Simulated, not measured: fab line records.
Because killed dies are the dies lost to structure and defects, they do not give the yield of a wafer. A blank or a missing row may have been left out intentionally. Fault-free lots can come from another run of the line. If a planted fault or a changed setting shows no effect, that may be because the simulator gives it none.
Which tool did it?	flow nand-harc	Sampling: 24 lots, 72 wafers, 6 of 1302 route steps

WHAT EACH GAUGE READ, for each wafer
No reading from a measuring or inspecting step in the record can be judged against a usual standard deviation.

WHAT TOOL EACH LOT RAN ON (gives the tool, then ch and the chambers of the sampled wafers, and finally the start)
lot	NHARC_A_STAIRCASE_TRIM_16	NHARC_A_STAIRCASE_ETCH_19	NHARC_A_STAIRCASE_ETCH_23	NHARC_A_STAIRCASE_TRIM_24	NHARC_A_STAIRCASE_DESCUM_219	NHARC_A_STAIRCASE_DEP_417
L074	rie-diel-06 ch 0,1,2, day 16 00:55 or earlier	rie-diel-06 ch 0,2,3, day 16 00:55 or earlier	rie-diel-13 ch 2,3, day 16 00:55 or earlier	rie-diel-13 ch 1,2, day 16 00:55 or earlier	rie-diel-13 ch 0,1,2, day 16 00:55	pecvd-01 ch 0,1,2, day 17 10:58
L075	rie-diel-01 ch 0,2,3, day 16 09:53 or earlier	rie-diel-01 ch 0,2, day 16 09:53 or earlier	rie-diel-01 ch 0,1,2, day 16 09:53 or earlier	rie-diel-01 ch 0,3, day 16 09:53 or earlier	rie-diel-13 ch 1,3, day 16 09:53	pecvd-01 ch 0,1,2, day 17 20:10
L076	rie-diel-06 ch 0,1,3, day 16 10:25 or earlier	rie-diel-06 ch 0,1,3, day 16 10:25 or earlier	rie-diel-06 ch 0,1,3, day 16 10:25 or earlier	rie-diel-06 ch 0,1,3, day 16 10:25 or earlier	rie-diel-13 ch 1,2,3, day 16 10:25	pecvd-04 ch 0,2, day 17 20:14
L077	rie-diel-13 ch 0,2, day 17 06:01 or earlier	rie-diel-13 ch 0,1, day 17 06:01 or earlier	rie-diel-13 ch 0,2,3, day 17 06:01 or earlier	rie-diel-13 ch 2,3, day 17 06:01 or earlier	rie-diel-01 ch 1,2, day 17 06:01	pecvd-01 ch 0,1,2, day 18 06:37
L078	rie-diel-01 ch 1,2,3, day 17 14:04 or earlier	rie-diel-01 ch 0,1,2, day 17 14:04 or earlier	rie-diel-13 ch 0,1,3, day 17 14:04 or earlier	rie-diel-13 ch 0,1,3, day 17 14:04 or earlier	rie-diel-01 ch 1,2,3, day 17 14:04	pecvd-04 ch 0,1, day 18 15:12
L079	rie-diel-06 ch 1,2,3, day 18 09:02 or earlier	rie-diel-06 ch 1,2,3, day 18 09:02 or earlier	rie-diel-06 ch 0,2,3, day 18 09:02 or earlier	rie-diel-06 ch 0,2,3, day 18 09:02 or earlier	rie-diel-01 ch 0,1,3, day 18 09:02	pecvd-02 ch 0,1,2, day 19 14:04
L080	rie-diel-01 ch 1,3, day 18 08:37 or earlier	rie-diel-01 ch 0,1, day 18 08:37 or earlier	rie-diel-13 ch 0,1,3, day 18 08:37 or earlier	rie-diel-13 ch 0,1,2, day 18 08:37 or earlier	rie-diel-06 ch 0,1,2, day 18 08:37	pecvd-01 ch 0,2, day 19 12:45
L081	rie-diel-13 ch 0,1,2, day 19 05:49 or earlier	rie-diel-13 ch 1,2,3, day 19 05:49 or earlier	rie-diel-06 ch 1,2, day 19 05:49 or earlier	rie-diel-06 ch 1,2,3, day 19 05:49 or earlier	rie-diel-01 ch 1,2,3, day 19 05:49	pecvd-01 ch 0,2, day 20 09:05
L083	rie-diel-13 ch 0,3, day 19 21:54 or earlier	rie-diel-13 ch 1,2,3, day 19 21:54 or earlier	rie-diel-01 ch 0,1,2, day 19 21:54 or earlier	rie-diel-01 ch 0,1,3, day 19 21:54 or earlier	rie-diel-06 ch 0,1,2, day 19 21:54	pecvd-04 ch 1,2, day 21 05:16
L082	rie-diel-06 ch 0,2,3, day 19 22:29 or earlier	rie-diel-06 ch 2,3, day 19 22:29 or earlier	rie-diel-01 ch 0,3, day 19 22:29 or earlier	rie-diel-01 ch 0,1, day 19 22:29 or earlier	rie-diel-06 ch 0,1,2, day 19 22:29	pecvd-01 ch 0,1,2, day 21 09:07
L084	rie-diel-01 ch 0,2,3, day 20 11:05 or earlier	rie-diel-01 ch 0,2,3, day 20 11:05 or earlier	rie-diel-06 ch 0,2,3, day 20 11:05 or earlier	rie-diel-06 ch 0,3, day 20 11:05 or earlier	rie-diel-06 ch 1,2, day 20 11:05	pecvd-02 ch 0,1, day 21 18:00
L086	rie-diel-06 ch 0,3, day 20 17:43 or earlier	rie-diel-06 ch 2,3, day 20 17:43 or earlier	rie-diel-13 ch 0,1,3, day 20 17:43 or earlier	rie-diel-13 ch 1,2,3, day 20 17:43 or earlier	rie-diel-06 ch 1,2, day 20 17:43	pecvd-02 ch 0,1, day 21 22:01
L085	rie-diel-13 ch 0,1,2, day 20 22:07 or earlier	rie-diel-13 ch 1,2,3, day 20 22:07 or earlier	rie-diel-01 ch 0,2,3, day 20 22:07 or earlier	rie-diel-01 ch 2,3, day 20 22:07 or earlier	rie-diel-06 ch 2,3, day 20 22:07	pecvd-02 ch 0,1, day 22 04:29
L087	rie-diel-13 ch 0,1, day 21 04:23 or earlier	rie-diel-13 ch 0,1,3, day 21 04:23 or earlier	rie-diel-13 ch 2,3, day 21 04:23 or earlier	rie-diel-13 ch 1,2,3, day 21 04:23 or earlier	rie-diel-13 ch 1,2,3, day 21 04:23	pecvd-02 ch 1,2, day 22 06:29
L088	rie-diel-13 ch 0,3, day 22 05:02 or earlier	rie-diel-13 ch 0,1, day 22 05:02 or earlier	rie-diel-13 ch 2,3, day 22 05:02 or earlier	rie-diel-13 ch 0,2,3, day 22 05:02 or earlier	rie-diel-06 ch 0,1,2, day 22 05:02	pecvd-01 ch 0,2, day 23 06:37
L089	rie-diel-06 ch 0,1, day 22 05:38 or earlier	rie-diel-06 ch 1,2,3, day 22 05:38 or earlier	rie-diel-06 ch 0,1,3, day 22 05:38 or earlier	rie-diel-06 ch 1,2, day 22 05:38 or earlier	rie-diel-13 ch 0,2,3, day 22 05:38	pecvd-04 ch 0,1,2, day 23 07:53
L090	rie-diel-06 ch 0,1, day 22 17:29 or earlier	rie-diel-06 ch 0,1, day 22 17:29 or earlier	rie-diel-13 ch 0,2,3, day 22 17:29 or earlier	rie-diel-13 ch 1,2,3, day 22 17:29 or earlier	rie-diel-01 ch 0,2,3, day 22 17:29	pecvd-02 ch 0,1,2, day 23 19:13
L093	rie-diel-13 ch 2,3, day 23 09:35 or earlier	rie-diel-13 ch 0,3, day 23 09:35 or earlier	rie-diel-13 ch 0,1, day 23 09:35 or earlier	rie-diel-13 ch 0,1,2, day 23 09:35 or earlier	rie-diel-13 ch 2,3, day 23 09:35	pecvd-04 ch 0,2, day 24 16:53
L091	rie-diel-13 ch 0,1,2, day 23 11:40 or earlier	rie-diel-13 ch 0,1, day 23 11:40 or earlier	rie-diel-13 ch 0,3, day 23 11:40 or earlier	rie-diel-13 ch 2,3, day 23 11:40 or earlier	rie-diel-01 ch 0,2,3, day 23 11:40	pecvd-04 ch 0,1,2, day 24 16:09
L092	rie-diel-01 ch 0,2,3, day 23 12:13 or earlier	rie-diel-01 ch 0,3, day 23 12:13 or earlier	rie-diel-06 ch 1,3, day 23 12:13 or earlier	rie-diel-06 ch 0,1,2, day 23 12:13 or earlier	rie-diel-01 ch 0,1,3, day 23 12:13	pecvd-01 ch 0,2, day 24 20:26
L094	rie-diel-01 ch 1,2,3, day 23 22:50 or earlier	rie-diel-01 ch 1,3, day 23 22:50 or earlier	rie-diel-01 ch 0,2,3, day 23 22:50 or earlier	rie-diel-01 ch 1,3, day 23 22:50 or earlier	rie-diel-01 ch 1,2, day 23 22:50	pecvd-02 ch 0,1,2, day 25 07:33
L095	rie-diel-06 ch 0,2,3, day 24 21:30 or earlier	rie-diel-06 ch 0,1,3, day 24 21:30 or earlier	rie-diel-06 ch 0,1,2, day 24 21:30 or earlier	rie-diel-06 ch 0,1, day 24 21:30 or earlier	rie-diel-06 ch 0,1,2, day 24 21:30	pecvd-01 ch 0,1,2, day 26 05:30
L096	rie-diel-13 ch 0,1,2, day 24 20:51 or earlier	rie-diel-13 ch 0,1,2, day 24 20:51 or earlier	rie-diel-13 ch 0,1,2, day 24 20:51 or earlier	rie-diel-13 ch 0,1,2, day 24 20:51 or earlier	rie-diel-06 ch 0,2,3, day 24 20:51	pecvd-01 ch 0,2, day 26 01:23
L097	rie-diel-01 ch 0,3, day 25 08:02 or earlier	rie-diel-01 ch 0,2,3, day 25 08:02 or earlier	rie-diel-06 ch 1,2,3, day 25 08:02 or earlier	rie-diel-06 ch 1,2, day 25 08:02 or earlier	rie-diel-13 ch 1,3, day 25 08:02	pecvd-04 ch 0,2, day 26 15:20
- NHARC_A_STAIRCASE_TRIM_16: chemistry O2, time 211.2 s.
- NHARC_A_STAIRCASE_ETCH_19: etches the open film in C4F8/O2, target depth 100 nm, time 40.5 s.
- NHARC_A_STAIRCASE_ETCH_23: etches the open film in C4F8/O2, target depth 100 nm, time 40.5 s.
- NHARC_A_STAIRCASE_TRIM_24: chemistry O2, time 211.2 s.
- NHARC_A_STAIRCASE_DESCUM_219: chemistry O2, time 3 s.
- NHARC_A_STAIRCASE_DEP_417: deposits Si3N4, target thk 60 nm.

WHAT THE TOOLS THEMSELVES READ (means of the sampled wafers that have a number; where no wafer has one, the mark that the record gives instead)
NHARC_A_STAIRCASE_TRIM_16.
lot	tool	drypump-motor-current-A (A)	mfc-ar-sccm (sccm)	oes-product-au (a.u.)	rf-vpp-V (V)	showerhead-plenum-p-Torr (Torr)	throttle-valve-pct (%)
L074	rie-diel-06	5.7	0.016	0.998	57.0	3.42	17.039
L075	rie-diel-01	5.7	0.001	0.996	58.4	3.68	17.041
L076	rie-diel-06	5.4	0.015	1.002	57.6	3.41	17.036
L077	rie-diel-13	5.4	0.027	1.006	59.0	3.57	17.026
L078	rie-diel-01	5.9	0.004	1.000	58.1	3.60	17.036
L079	rie-diel-06	5.7	0.004	0.996	57.5	3.45	17.029
L080	rie-diel-01	6.1	0.004	0.993	58.0	3.68	17.037
L081	rie-diel-13	5.6	0.023	0.995	57.2	3.62	17.033
L083	rie-diel-13	5.7	0.011	1.008	57.4	3.57	17.039
L082	rie-diel-06	5.6	0.017	0.996	57.9	3.48	17.037
L084	rie-diel-01	5.7	0.001	0.985	57.3	3.66	17.034
L086	rie-diel-06	5.3	0.028	1.003	57.1	3.43	17.036
L085	rie-diel-13	5.6	0.023	1.001	58.0	3.61	17.035
L087	rie-diel-13	5.5	0.009	0.996	58.2	3.63	17.032
L088	rie-diel-13	5.5	0.005	1.003	57.4	3.57	17.033
L089	rie-diel-06	5.5	0.013	0.998	58.3	3.67	17.034
L090	rie-diel-06	5.5	0.013	1.004	58.0	3.66	17.037
L093	rie-diel-13	5.7	0.033	1.011	57.8	3.53	17.039
L091	rie-diel-13	5.6	0.023	1.002	57.5	3.60	17.041
L092	rie-diel-01	5.7	0.001	0.999	57.4	3.64	17.030
L094	rie-diel-01	5.9	0.004	0.996	57.7	3.57	17.039
L095	rie-diel-06	5.6	0.017	0.997	57.7	3.46	17.036
L096	rie-diel-13	5.6	0.023	0.999	58.4	3.60	17.038
L097	rie-diel-01	5.9	0.001	0.998	59.2	3.72	17.041

NHARC_A_STAIRCASE_ETCH_19.
lot	tool	oes-product-au (a.u.)	rf-vpp-V (V)
L074	rie-diel-06	0.931	895
L075	rie-diel-01	0.941	899
L076	rie-diel-06	0.954	890
L077	rie-diel-13	0.943	902
L078	rie-diel-01	0.934	900
L079	rie-diel-06	0.943	894
L080	rie-diel-01	0.946	902
L081	rie-diel-13	0.947	899
L083	rie-diel-13	0.949	898
L082	rie-diel-06	0.932	895
L084	rie-diel-01	0.945	901
L086	rie-diel-06	0.936	896
L085	rie-diel-13	0.956	898
L087	rie-diel-13	0.950	899
L088	rie-diel-13	0.936	900
L089	rie-diel-06	0.939	898
L090	rie-diel-06	0.948	900
L093	rie-diel-13	0.949	897
L091	rie-diel-13	0.941	901
L092	rie-diel-01	0.952	903
L094	rie-diel-01	0.947	901
L095	rie-diel-06	0.925	896
L096	rie-diel-13	0.946	899
L097	rie-diel-01	0.936	899

NHARC_A_STAIRCASE_ETCH_23.
lot	tool	oes-product-au (a.u.)	rf-vpp-V (V)
L074	rie-diel-13	0.960	898
L075	rie-diel-01	0.935	899
L076	rie-diel-06	0.952	893
L077	rie-diel-13	0.948	898
L078	rie-diel-13	0.949	901
L079	rie-diel-06	0.940	895
L080	rie-diel-13	0.950	899
L081	rie-diel-06	0.940	893
L083	rie-diel-01	0.940	898
L082	rie-diel-01	0.928	903
L084	rie-diel-06	0.956	894
L086	rie-diel-13	0.958	899
L085	rie-diel-01	0.946	901
L087	rie-diel-13	0.952	897
L088	rie-diel-13	0.957	896
L089	rie-diel-06	0.942	897
L090	rie-diel-13	0.966	897
L093	rie-diel-13	0.919	901
L091	rie-diel-13	0.946	897
L092	rie-diel-06	0.941	900
L094	rie-diel-01	0.940	900
L095	rie-diel-06	0.943	897
L096	rie-diel-13	0.948	899
L097	rie-diel-06	0.941	899

NHARC_A_STAIRCASE_TRIM_24.
lot	tool	drypump-motor-current-A (A)	mfc-ar-sccm (sccm)	oes-product-au (a.u.)	rf-vpp-V (V)	showerhead-plenum-p-Torr (Torr)	throttle-valve-pct (%)
L074	rie-diel-13	5.7	0.037	1.001	57.9	3.63	17.033
L075	rie-diel-01	5.6	0.001	1.003	58.5	3.77	17.025
L076	rie-diel-06	5.4	0.015	1.001	57.5	3.41	17.033
L077	rie-diel-13	5.8	0.024	1.008	58.1	3.57	17.027
L078	rie-diel-13	5.7	0.015	1.001	58.3	3.64	17.038
L079	rie-diel-06	5.6	0.017	1.000	58.5	3.49	17.042
L080	rie-diel-13	5.6	0.023	0.999	58.2	3.63	17.032
L081	rie-diel-06	5.7	0.004	0.986	57.2	3.44	17.037
L083	rie-diel-01	5.8	0.004	0.982	58.5	3.68	17.043
L082	rie-diel-01	5.6	0.003	0.994	58.2	3.70	17.033
L084	rie-diel-06	5.3	0.016	0.999	56.9	3.47	17.041
L086	rie-diel-13	5.8	0.028	1.006	57.9	3.60	17.034
L085	rie-diel-01	5.9	0.001	0.994	58.2	3.65	17.027
L087	rie-diel-13	5.8	0.028	1.007	58.0	3.60	17.040
L088	rie-diel-13	5.6	0.019	1.002	57.2	3.56	17.031
L089	rie-diel-06	6.0	0.005	0.997	56.8	3.62	17.039
L090	rie-diel-13	5.8	0.028	1.013	58.3	3.60	17.033
L093	rie-diel-13	5.6	0.023	1.000	58.2	3.61	17.029
L091	rie-diel-13	5.7	0.033	1.007	57.6	3.53	17.050
L092	rie-diel-06	5.7	0.016	0.997	58.0	3.57	17.042
L094	rie-diel-01	6.0	0.007	0.994	58.7	3.60	17.041
L095	rie-diel-06	5.4	0.026	1.004	57.9	3.51	17.034
L096	rie-diel-13	5.6	0.023	0.997	57.4	3.60	17.036
L097	rie-diel-06	6.0	0.005	0.987	58.2	3.61	17.045

NHARC_A_STAIRCASE_DESCUM_219.
lot	tool	drypump-motor-current-A (A)	mfc-ar-sccm (sccm)	oes-product-au (a.u.)	rf-vpp-V (V)	showerhead-plenum-p-Torr (Torr)	throttle-valve-pct (%)
L074	rie-diel-13	5.6	0.023	0.993	57.6	1.98	11.318
L075	rie-diel-13	5.9	0.020	1.013	57.8	1.97	11.314
L076	rie-diel-13	5.8	0.028	1.004	57.9	1.97	11.308
L077	rie-diel-01	5.8	0.006	0.998	57.7	1.92	11.316
L078	rie-diel-01	5.9	0.004	0.996	58.2	1.95	11.313
L079	rie-diel-01	5.8	0.004	0.976	57.3	2.01	11.314
L080	rie-diel-06	5.7	0.016	0.993	57.6	1.84	11.311
L081	rie-diel-01	5.9	0.004	0.993	58.1	1.95	11.318
L083	rie-diel-06	5.7	0.016	0.992	57.0	1.84	11.312
L082	rie-diel-06	5.7	0.016	1.001	57.7	1.84	11.313
L084	rie-diel-06	5.8	0.003	0.994	57.7	1.81	11.313
L086	rie-diel-06	6.0	0.005	0.991	57.4	1.87	11.312
L085	rie-diel-06	5.6	0.006	1.005	57.4	1.91	11.308
L087	rie-diel-13	5.8	0.028	1.006	57.8	1.96	11.318
L088	rie-diel-06	5.7	0.016	1.005	57.9	1.94	11.310
L089	rie-diel-13	5.6	0.019	1.005	57.6	1.93	11.305
L090	rie-diel-01	5.7	0.001	0.992	58.0	1.98	11.320
L093	rie-diel-13	5.8	0.024	1.016	57.5	1.92	11.318
L091	rie-diel-01	5.7	0.001	0.993	57.6	1.98	11.304
L092	rie-diel-01	5.8	0.004	0.996	57.8	1.99	11.306
L094	rie-diel-01	5.8	0.006	0.992	58.5	1.91	11.320
L095	rie-diel-06	5.7	0.016	0.993	57.8	1.93	11.308
L096	rie-diel-06	5.6	0.017	0.994	57.7	1.87	11.314
L097	rie-diel-13	5.9	0.024	1.006	58.0	1.99	11.308

NHARC_A_STAIRCASE_DEP_417.
lot	tool	heater-power-w (W)
L074	pecvd-01	641
L075	pecvd-01	629
L076	pecvd-04	670
L077	pecvd-01	626
L078	pecvd-04	668
L079	pecvd-02	813
L080	pecvd-01	578
L081	pecvd-01	675
L083	pecvd-04	720
L082	pecvd-01	627
L084	pecvd-02	782
L086	pecvd-02	794
L085	pecvd-02	776
L087	pecvd-02	797
L088	pecvd-01	621
L089	pecvd-04	653
L090	pecvd-02	776
L093	pecvd-04	721
L091	pecvd-04	633
L092	pecvd-01	588
L094	pecvd-02	794
L095	pecvd-01	658
L096	pecvd-01	677
L097	pecvd-04	666

THE ANSWER, worked out from the rows above alone
Rule: the lots themselves supply what counts as usual. Put in order of their means at a reading, lots are off if they are a third of the lots or fewer, leave a main group of 4 or more, and stand apart from it by a gap of 3 or more times the standard deviation of the main group's means; of several such gaps the widest counts. Not used: any main group whose means are identical at the precision the tables above print for the reading. A lot without any number at a reading at which 4 lots or more have one is off too. Where the step has rows for the other lots, those lots are counted as sound. First the gauges in route order, then the tools' own readings, where a lot's mean is used as printed above. The first step at which some lot is off is used, and at that step the reading that is off furthest; a lot without a number counts as furthest.
No lot is off at any reading shown: from this, nothing can be told.

WHAT WAS PUT IN BY THE SIMULATOR
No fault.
